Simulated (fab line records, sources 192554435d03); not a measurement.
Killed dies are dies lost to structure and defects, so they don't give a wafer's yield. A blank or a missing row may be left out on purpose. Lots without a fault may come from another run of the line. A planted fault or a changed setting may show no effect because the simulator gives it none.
fab line records | flow n5_finfet
record lots=9 wafers=27 last_day=19
route steps=1938 shown HKMG_FIN@445 GATE_CUT@465 BEOL_M4@1111
lots that met no fault: from a run of the same line without faults
start_h: hours from the record's first day to the start of the lot's first wafer shown | wait_h: hours since the lot's step before | " the same as in the row above | L1.1+2: a row that stands for several wafers | - no value, or no start given | * or withheld: withheld | < > ~ a bound
route shown NAME@n: a module of which the file shows steps, and the number in the route of the first | usual: mean/standard deviation of fault-free wafers | same: alike in all rows | chamber/n: place in a boat | sites: the reading at each site | _std_site: their standard deviation | _edge_site: outer sites' mean less inner sites' | radius_mm: how far each site lies from the wafer's centre | mask NAME#n: copy n | behind: the tool/chamber that last shaped the wafer | hold: why the lot was held/for how many hours/how that ended | device: the transistor (n, p or np) that didn't switch | end of line: the same wafers' tests at the end of the route | a step without rows: its recipe alone | killed: dies lost to structure and defects at the first sort, not the wafer's yield | map: a wafer's dies, x killed, . not, _ none there
set.NAME: the setting as run; set.NAME@STEP: as run at that earlier step | model.NAME: the simulator's own value behind a step, which no gauge read
steps of the route over a sample of lots; a table a step, a row a wafer
services: from which hour (start_h, from the record's first day; less than 0 if before it) a tool's chamber was out of use, for how many hours, and why
## steps
# step N5_HKMG_FIN_STRIP_89
# recipe chemistry=N2/H2 material=SOC time_s=20 power_w=500 temp_c=40 pressure_mtorr=50 rf_frequency_hz=6e+07 bias_power_w=8 h2_frac=0.5 n2_flow_sccm=300 h2_flow_sccm=300
# usual drypump_motor_current_A=5.9/0.47 h2_flow_sccm=300.0/0.92 oes_product_au=0.79/0.069 rf_vpp_V=54.4/0.81 showerhead_plenum_p_Torr=3.40/0.095 throttle_valve_pct=19.15/0.19
# columns lot.wafer tool chamber start_h wait_h drypump_motor_current_A h2_flow_sccm oes_product_au rf_hours_counter_h rf_vpp_V showerhead_plenum_p_Torr throttle_valve_pct
L694.1 rie_diel-05 2 89.91 0.0 6.0 300.3 0.74 174 54.3 3.48 19.12
L694.2 " 3 " " 6.0 300.0 0.86 64 55.3 3.26 19.01
L694.4 " 1 " " 6.6 300.5 0.81 115 54.9 3.38 19.15
L699.2 rie_diel-05 3 118.82 0.0 6.0 300.0 0.84 74 53.1 3.26 19.03
L699.5 " 1 " " 6.6 299.4 0.80 - 55.7 3.38 19.17
L699.6 " 2 " " 6.1 300.3 0.74 - 56.1 3.48 19.14
L700.2 rie_diel-05 3 125.15 0.0 6.0 301.3 0.84 76 53.8 3.26 19.01
L700.3 " 0 " " 5.7 299.1 0.83 58 53.8 3.55 19.31
L700.5 " 0 " " 5.7 299.6 0.83 - 55.1 3.55 19.30
L702.2 rie_diel-04 3 136.25 0.0 5.5 299.7 0.98 2 53.7 3.45 19.12
L702.4 " 1 " " 6.2 299.4 0.68 241 54.4 3.31 19.03
L702.5 " 3 " " 5.5 300.4 0.99 - 53.9 3.45 19.11
L703.2 rie_diel-01 1 143.61 0.0 5.6 299.8 0.77 156 54.2 3.36 19.45
L703.3 " 3 " " 5.2 300.9 0.79 114 53.8 3.39 19.18
L703.4 " 2 " " 5.0 301.2 0.69 231 53.5 3.44 18.74
L706.1 rie_diel-05 0 160.96 0.0 5.7 300.9 0.82 66 56.6 3.55 19.33
L706.2 " 3 " " 6.0 300.1 0.83 83 54.5 3.25 19.04
L706.4 " 3 " " 6.0 299.5 0.83 - 54.0 3.25 19.03
L711.3 rie_diel-05 0 199.45 0.0 5.7 298.7 0.81 80 54.4 3.54 19.34
L711.4 " 2 " " 6.1 299.4 0.72 201 54.2 3.47 19.16
L711.5 " 1 " " 6.6 299.7 0.78 - 53.0 3.37 19.21
L713.4 rie_diel-01 0 209.81 0.0 6.5 301.3 0.86 - 53.5 3.28 19.00
L713.5 " 3 " " 5.2 298.6 0.76 - 53.7 3.38 19.20
L713.6 " 1 " " 5.7 299.5 0.75 - 53.6 3.34 19.50
L715.1 rie_diel-04 1 221.37 0.0 6.2 300.3 0.95 5 55.7 3.29 18.63
L715.2 " 3 " " 5.5 300.6 0.90 36 55.0 3.43 19.16
L715.5 " 2 " " 5.5 300.8 0.70 - 52.6 3.33 19.58
# step N5_GATE_CUT_ETCHBACK_00
# recipe chemistry=SF6/Cl2 target=W pressure_mtorr=8 icp_w=900 bias_w=80 SF6_flow_sccm=40 Cl2_flow_sccm=60
# usual bias_w=79.98/0.22 drypump_motor_current_A=5.92/0.12 oes_product_au=0.80/0.14 throttle_valve_pct=27.4/0.3
# columns lot.wafer tool chamber start_h wait_h bias_w drypump_motor_current_A oes_product_au rf_hours_counter_h throttle_valve_pct
L694.1 rie_metal-01 1 92.94 0.0 79.24 5.88 0.90 9 27.1
L694.2 " 0 " " 79.88 6.05 0.67 98 27.1
L694.4 " 0 " " 80.05 6.03 0.67 - 27.1
L699.2 rie_metal-01 0 122.09 0.0 79.96 6.04 0.66 100 27.1
L699.5 " 0 " " 80.24 6.03 0.66 - 27.1
L699.6 " 1 " " 79.89 5.89 0.88 - 27.2
L700.2 rie_metal-02 1 128.18 0.0 80.08 5.80 0.78 31 27.2
L700.3 " 1 " " 80.16 5.84 0.78 - 27.2
L700.5 " 0 " " 80.36 6.19 0.81 - 27.7
L702.2 rie_metal-02 0 139.82 0.5 80.19 6.15 0.81 40 27.7
L702.4 " 1 " " 80.13 5.81 0.79 - 27.2
L702.5 " 1 " " 79.80 5.82 0.78 - 27.2
L703.2 rie_metal-02 1 147.05 0.0 79.78 5.83 0.77 34 27.2
L703.3 " 1 " " 80.06 5.80 0.79 - 27.2
L703.4 " 0 " " 79.96 6.11 0.80 - 27.7
L706.1 rie_metal-02 1 164.00 0.0 79.75 5.80 0.79 35 27.2
L706.2 " 0 " " 79.97 6.12 0.81 41 27.7
L706.4 " 0 " " 79.84 6.15 0.81 - 27.7
L711.3 rie_metal-01 0 202.99 0.1 79.87 6.06 0.64 - 27.1
L711.4 " 1 " " 79.68 5.89 0.84 - 27.2
L711.5 " 1 " " 79.78 5.94 0.85 - 27.2
L713.4 rie_metal-03 1 212.87 0.1 80.01 5.96 0.95 - 27.2
L713.5 " 1 " " 79.72 5.92 0.94 - 27.2
L713.6 " 0 " " 80.12 5.77 0.93 - 27.7
L715.1 rie_metal-03 1 224.40 0.0 80.33 5.92 0.93 5 27.2
L715.2 " 0 " " 79.80 5.79 0.92 8 27.7
L715.5 " 1 " " 80.27 5.93 0.94 - 27.2
# step N5_GATE_CUT_ETCH_56
# recipe chemistry=Cl2/Ar target=TiN target_depth_a=216 pressure_mtorr=10 icp_w=600 bias_w=60 Cl2_flow_sccm=40 Ar_flow_sccm=60
# usual bias_w=60.00/0.18 drypump_motor_current_A=5.92/0.12 oes_product_au=0.80/0.14 rf_fwd_power_W=595.9/2.3 throttle_valve_pct=20.76/0.29
# columns lot.wafer tool chamber start_h wait_h bias_w drypump_motor_current_A oes_product_au rf_fwd_power_W rf_hours_counter_h throttle_valve_pct
L694.1 rie_metal-01 1 93.06 0.1 60.01 5.90 0.91 591.0 9 20.42
L694.2 " 0 " " 59.75 6.04 0.67 595.1 98 20.51
L694.4 " 0 " " 59.63 6.03 0.67 595.2 - 20.51
L699.2 rie_metal-01 0 122.21 0.1 60.09 6.06 0.66 594.8 100 20.52
L699.5 " 0 " " 59.88 6.05 0.66 594.0 - 20.52
L699.6 " 1 " " 59.82 5.91 0.88 591.1 - 20.43
L700.2 rie_metal-02 1 128.30 0.1 60.14 5.79 0.79 596.4 31 20.52
L700.3 " 1 " " 59.98 5.80 0.79 596.8 - 20.55
L700.5 " 0 " " 60.18 6.16 0.82 600.2 - 21.06
L702.2 rie_metal-02 0 139.94 0.1 60.01 6.14 0.81 593.7 40 21.06
L702.4 " 1 " " 59.97 5.84 0.79 596.2 - 20.52
L702.5 " 1 " " 60.12 5.83 0.79 598.7 - 20.54
L703.2 rie_metal-02 1 147.17 0.1 60.14 5.78 0.90 744.5 34 20.41
L703.3 " 1 " " 60.17 5.80 0.90 741.2 - 20.39
L703.4 " 0 " " 60.00 6.14 0.81 600.0 - 21.06
L706.1 rie_metal-02 1 164.12 0.1 59.91 5.83 0.89 739.8 35 20.42
L706.2 " 0 " " 59.74 6.14 0.81 595.6 41 21.07
L706.4 " 0 " " 59.89 6.17 0.80 593.4 - 21.06
L711.3 rie_metal-01 0 203.10 0.1 60.09 6.04 0.65 594.5 - 20.54
L711.4 " 1 " " 59.93 5.91 0.86 592.6 - 20.44
L711.5 " 1 " " 60.11 5.88 0.86 594.1 - 20.43
L713.4 rie_metal-03 1 212.98 0.1 59.81 5.92 0.94 598.6 - 20.52
L713.5 " 1 " " 59.97 5.93 0.94 596.3 - 20.50
L713.6 " 0 " " 60.19 5.80 0.93 596.1 - 20.98
L715.1 rie_metal-03 1 224.52 0.1 59.93 5.97 0.92 597.0 5 20.52
L715.2 " 0 " " 60.02 5.78 0.93 596.1 8 20.97
L715.5 " 1 " " 59.89 5.94 0.93 597.9 - 20.50
# step N5_GATE_CUT_CMP_02
# recipe stop_on=SiO2 t_overpolish_s=12.7 post_cmp_clean=alkaline_brush down_force_psi=2.5 platen_rpm=51.8 pad_velocity_m_s=1.0307 target_thk_nm=0
# usual edge_zone_pressure_frac=1.000/0.0053 motor_current_A=8.6/1.1 overpolish_run_s=12.699/0.0098 platen_rpm=51.80/0.031 time_to_endpoint_s=25.9/1.9
# columns lot.wafer tool chamber start_h wait_h edge_zone_pressure_frac motor_current_A overpolish_run_s platen_rpm time_to_endpoint_s
L694.4 cmp-01 2 96.52 0.0 1.001 8.4 12.711 51.83 24.5
L694.1 " 0 " " 1.016 7.5 12.691 51.80 25.3
L694.2 " 1 " " 1.003 10.2 12.692 51.84 26.2
L699.2 cmp-01 0 125.31 0.1 1.000 7.8 12.692 51.80 25.1
L699.6 " 2 " " 0.998 8.1 12.702 51.84 25.6
L699.5 " 3 " " 0.995 7.2 12.713 51.79 26.8
L700.2 cmp-02 1 131.14 0.1 0.994 10.2 12.709 51.79 22.4
L700.3 " 2 " " 1.003 8.9 12.681 51.82 24.8
L700.5 " 1 " " 0.994 10.2 12.686 51.83 24.6
L702.2 cmp-02 2 142.73 0.1 1.007 8.8 12.683 51.83 27.2
L702.4 " 3 " " 0.998 8.2 12.708 51.76 27.1
L702.5 " 1 " " 0.990 10.2 12.706 51.83 28.1
L703.2 cmp-03 2 149.94 0.1 1.003 10.6 12.710 51.78 27.0
L703.3 " 3 " " 1.004 8.3 12.702 51.84 26.8
L703.4 " 0 " " 0.995 7.1 12.696 51.80 26.2
L706.2 cmp-02 1 166.87 0.1 0.994 9.6 12.695 51.82 25.2
L706.4 " 3 " " 0.998 8.2 12.709 51.74 25.5
L706.1 " 0 " " 1.004 8.2 12.703 51.81 24.4
L711.3 cmp-01 1 205.89 0.1 1.007 9.4 12.680 51.82 27.5
L711.4 " 3 " " 1.001 7.4 12.708 51.83 25.7
L711.5 " 0 " " 1.001 7.6 12.695 51.79 26.9
L713.4 cmp-03 1 217.35 0.2 0.993 8.7 12.694 51.74 26.4
L713.5 " 2 " " 0.998 10.6 12.702 51.82 27.2
L713.6 " 3 " " 0.995 8.5 12.698 51.76 23.7
L715.1 cmp-02 2 227.33 0.1 1.006 8.7 12.713 51.72 31.4
L715.2 " 3 " " 1.002 7.8 12.697 51.83 29.7
L715.5 " 1 " " 1.002 9.6 12.708 51.78 29.0
# step N5_BEOL_M4_RC_MEAS_101
# usual DIBL_N=36.6/1.3 DIBL_P=36.4/1.4 IOFF_N=0.167/0.023 IOFF_P=0.219/0.029 ION_N=678/8.7 ION_P=464/6.4 SS_N=71.5/0.53 SS_P=73.4/0.57 VT_N=248.5/2.8 VT_P=-249/3.1
# columns lot.wafer tool chamber start_h wait_h DIBL_N[mV/V] DIBL_P[mV/V] IOFF_N[nA/um] IOFF_P[nA/um] ION_N[uA/um] ION_P[uA/um] SS_N[mV/dec] SS_P[mV/dec] VT_N[mV] VT_P[mV]
L694.1 prober-02 0 196.22 0.0 35.3 33.7 0.136 0.182 658 455 70.3 73.0 255.9 -250
L694.2 " 0 " " 34.1 32.7 0.125 0.170 659 458 70.5 72.9 253.4 -250
L694.4 " 0 " " 34.1 33.6 0.129 0.179 668 458 70.8 72.8 253.7 -251
L699.2 prober-01 0 233.17 0.2 36.8 37.2 0.144 0.192 676 460 71.5 73.0 251.5 -252
L699.5 " 0 " " 36.2 36.7 0.149 0.185 678 460 71.3 73.2 251.0 -256
L699.6 " 0 " " 35.3 35.4 0.128 0.163 675 452 71.1 72.7 253.6 -255
L700.2 prober-02 0 254.80 0.2 35.0 34.1 0.133 0.192 666 462 70.6 72.9 252.4 -249
L700.3 " 0 " " 37.0 36.9 0.166 0.239 681 471 71.8 73.5 247.1 -247
L700.5 " 0 " " 37.8 37.1 0.169 0.238 669 459 71.9 73.4 250.5 -246
L703.2 prober-01 0 254.85 0.2 34.9 36.0 0.157 0.243 675 467 71.3 73.4 252.5 -242
L703.3 " 0 " " 34.1 34.6 0.154 0.216 678 468 71.1 72.9 248.4 -246
L703.4 " 0 " " 34.5 35.8 0.158 0.238 681 472 71.1 73.4 249.7 -247
L702.2 prober-01 0 283.34 0.2 34.9 34.7 0.144 0.182 674 460 71.2 72.9 250.8 -253
L702.4 " 0 " " 36.6 36.5 0.170 0.208 669 458 71.6 73.3 247.6 -249
L702.5 " 0 " " 34.6 34.2 0.131 0.178 665 461 70.7 72.7 249.1 -251
L706.1 prober-01 0 308.51 0.0 34.8 34.5 0.142 0.195 661 454 71.8 73.4 250.3 -251
L706.2 " 0 " " 35.6 36.9 0.159 0.228 675 461 70.3 73.5 249.4 -247
L706.4 " 0 " " 36.5 36.5 0.169 0.222 670 459 71.2 73.4 247.3 -246
L711.3 prober-01 0 330.29 0.3 36.4 36.8 0.165 0.212 667 458 71.5 73.0 246.2 -250
L711.4 " 0 " " 37.5 38.0 0.173 0.237 670 463 71.5 73.5 247.3 -248
L711.5 " 0 " " 37.3 37.8 0.172 0.228 668 461 71.3 73.2 247.1 -251
L715.1 prober-02 0 351.41 0.0 36.2 37.2 0.160 0.197 679 461 71.8 72.2 248.6 -252
L715.2 " 0 " " 36.1 36.6 0.153 0.182 676 457 71.3 72.6 251.2 -250
L715.5 " 0 " " 35.8 36.3 0.151 0.179 679 460 70.9 72.6 250.6 -252
L713.4 prober-01 0 351.61 0.5 37.1 39.1 0.171 0.247 674 463 72.1 73.3 249.8 -248
L713.5 " 0 " " 37.7 38.4 0.176 0.233 675 465 72.4 73.7 250.0 -248
L713.6 " 0 " " 36.9 38.3 0.168 0.222 678 466 71.7 73.8 252.3 -251
## services
# columns tool chamber start_h hours kind
cmp-02 - 84.72 3.1 pm
cmp-03 - 113.28 7.0 pm
cmp-02 - 113.89 4.0 pm
cmp-02 - 117.89 - consumable_replace:conditioner
cmp-02 - 117.89 - consumable_replace:pad
rie_metal-03 0 119.40 - clean
rie_metal-03 0 119.40 23.8 scheduled_down
rie_metal-03 0 119.40 23.8 vent_cycle
rie_diel-04 - 119.54 2.3 repair
rie_metal-03 - 132.77 14.6 pm
rie_diel-05 - 132.88 14.6 pm
cmp-01 - 141.80 2.4 repair
rie_metal-03 1 147.37 - clean
cmp-03 - 162.99 4.0 pm
rie_diel-05 1 173.90 8.8 repair
rie_diel-04 1 176.16 8.1 repair
rie_metal-01 1 177.48 3.6 repair
rie_diel-01 0 182.28 1.9 repair
cmp-03 - 188.84 1.4 repair
rie_diel-01 2 190.80 1.6 repair
cmp-02 - 192.28 1.1 repair
rie_metal-01 - 192.91 1.4 pm
rie_metal-02 0 207.82 1.5 repair
rie_diel-04 0 214.62 7.9 repair
## key
first_sign step=N5_GATE_CUT_ETCH_56 reading=rf_fwd_power_W direction=up sigmas=64 usual=* struck=*
effect none on later readings
met_at N5_GATE_CUT_ETCH_56
struck_lots L703,L706
struck_wafers L703.2,L703.3,L706.1
not_acting_at N5_HKMG_FIN_STRIP_89,N5_GATE_CUT_ETCHBACK_00,N5_GATE_CUT_CMP_02
onset_between 139.94 147.17
fault kind=process_parameter_drift tool=rie_metal-02 chamber=1 onset_h=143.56 steps=N5_GATE_CUT_ETCH_56 channel=icp_w offset=144 shape=step end_h=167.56 acts_in=these_recipes_only stated=600
